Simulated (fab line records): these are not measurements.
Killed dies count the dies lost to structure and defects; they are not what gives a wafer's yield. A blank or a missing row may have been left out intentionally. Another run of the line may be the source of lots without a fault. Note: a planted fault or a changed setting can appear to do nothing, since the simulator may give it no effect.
Split-lot trial | flow n5-finfet | 21 wafers read from 7 lots, route of 1938 steps

== SPLIT DETAILS ==
At N5_BEOL_M2_ILD_DEP_00 (deposits SiOC from DEMS/O2, target thk 79 nm, time 15.3 s), the setting time-s was moved away from the recipe's 15.3 s on 9 of the 21 wafers read, by -14.1% to +11.8%. The other wafers ran this setting at the recipe's value.

The file shows no step between the split and the reading.

== THE READING ==
M2_ILD_THK, in nm, at N5_BEOL_M2_THK_MEAS_01. Fault-free wafers of this fab line usually give 78.4 nm, standard deviation 1.2 nm.

wafer  | tool, chamber at the split | time-s as run, s | against the recipe | M2_ILD_THK, nm | against lot-mates on the recipe
L079.3 | pecvd-04, 0                | 15.3             | recipe             | 78.2           | -
L079.5 | pecvd-04, 1                | 15.3             | recipe             | 77.8           | -
L079.6 | pecvd-04, 0                | 15.3             | recipe             | 78.0           | -
L081.2 | pecvd-01, 1                | 16.42            | +7.3%              | 84.8           | no lot-mate on the recipe
L081.4 | pecvd-01, 2                | 16.42            | +7.3%              | 84.3           | no lot-mate on the recipe
L081.6 | pecvd-01, 1                | 16.42            | +7.3%              | 84.2           | no lot-mate on the recipe
L087.2 | pecvd-04, 1                | 15.3             | recipe             | 75.9           | -
L087.3 | pecvd-04, 0                | 16.33            | +6.7%              | 84.4           | +6.7
L087.6 | pecvd-04, 0                | 15.3             | recipe             | 79.6           | -
L090.1 | pecvd-04, 2                | 13.14            | -14.1%             | 67.0           | -11.0
L090.2 | pecvd-04, 0                | 13.14            | -14.1%             | 66.4           | -11.6
L090.6 | pecvd-04, 1                | 15.3             | recipe             | 78.0           | -
L091.1 | pecvd-04, 2,0              | 15.3             | recipe             | 78.6           | -
L091.4 | pecvd-04, 2,0              | 15.3             | recipe             | 78.7           | -
L091.5 | pecvd-04, 2                | 15.3             | recipe             | 79.9           | -
L097.3 | pecvd-04, 2                | 13.49            | -11.8%             | 69.6           | -8.9
L097.4 | pecvd-04, 2                | 15.3             | recipe             | 79.7           | -
L097.5 | pecvd-04, 0                | 15.3             | recipe             | 77.3           | -
L096.3 | pecvd-03, 2                | 17.1             | +11.8%             | 86.0           | +8.3
L096.5 | pecvd-03, 1                | 15.3             | recipe             | 77.7           | -
L096.6 | pecvd-03, 0                | 17.1             | +11.8%             | 87.6           | +9.9
If several chambers appear in one row, that row covers several wafers at once and the file leaves open which wafer was in which chamber.

THE FIT
A straight line over all 21 wafers: M2_ILD_THK changes by +0.789 nm for each +1% of time-s; r = +0.99; the points scatter about the line by 0.99 nm.
The same after taking each lot's own level away (the mean of its wafers on the recipe; 18 wafers): +0.795 nm for each +1%; r = +0.99; scatter 0.95 nm.
The reading moves by 11 nm for the largest change in time-s, on that fit.
Across the lots, their own levels run from 77.70 to 79.07 nm, a range of 1.1 times the standard deviation given above.
So the lot-to-lot level changes the slope little: the two slopes agree.
Check: for one of the wafers moved furthest among these (-14.1%), held out of the fit, the line's prediction against its lot-mates is -11.2 nm. Against them it came out at -11 nm.

== THE OTHER SPLITS THESE WAFERS WENT THROUGH ==
Note: prior to the reading, these wafers also went through further splits. Each is held against what the fit with the lots' levels taken away leaves over:
other split on the same wafers        | wafers away from the commonest value | r with M2_ILD_THK (lot level and that fit taken away)
N5_MOL_CONTACT_COAG_ETCH_47 source-w  | 11                                   | -0.04
N5_MOL_CONTACT_COAG_COAT_64 spin-rpm  | 7                                    | -0.22
N5_MOL_CONTACT_COAG_EXPOSE_37 dose-mj | 4                                    | +0.03
N5_BEOL_M0_SAQP_COAT_72 spin-rpm      | 6                                    | +0.02
N5_BEOL_M0_SAQP_COAT_87 temp-c        | 7                                    | +0.23
N5_BEOL_M1_PECVD_72 time-s            | 5                                    | +0.17
N5_BEOL_M1_COAT_61 spin-rpm           | 9                                    | +0.37
N5_BEOL_M1_ETCH_70 bias-w             | 9                                    | -0.02

== THE WHOLE CHAIN: every reading that the file lists as answering this split, in the file's order ==
step                   | what it does                                              | reading                                                                            | change (the file's fit)               | r (the file's)
N5_BEOL_M2_ILD_DEP_00  | deposits SiOC from DEMS/O2, target thk 79 nm, time 15.3 s | SiOC_of_BEOL_M2_ILD_DEP_00.thk-nm (the simulator's own value, which no gauge read) | +0.798 nm for each +1% of the setting | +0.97
N5_BEOL_M2_THK_MEAS_01 |                                                           | M2_ILD_THK                                                                         | +0.8 for each +1% of the setting      | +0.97

== THE FILE'S OWN FIT ==
M2_ILD_THK changes by +0.8 nm for each +1% of time-s, r = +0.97.
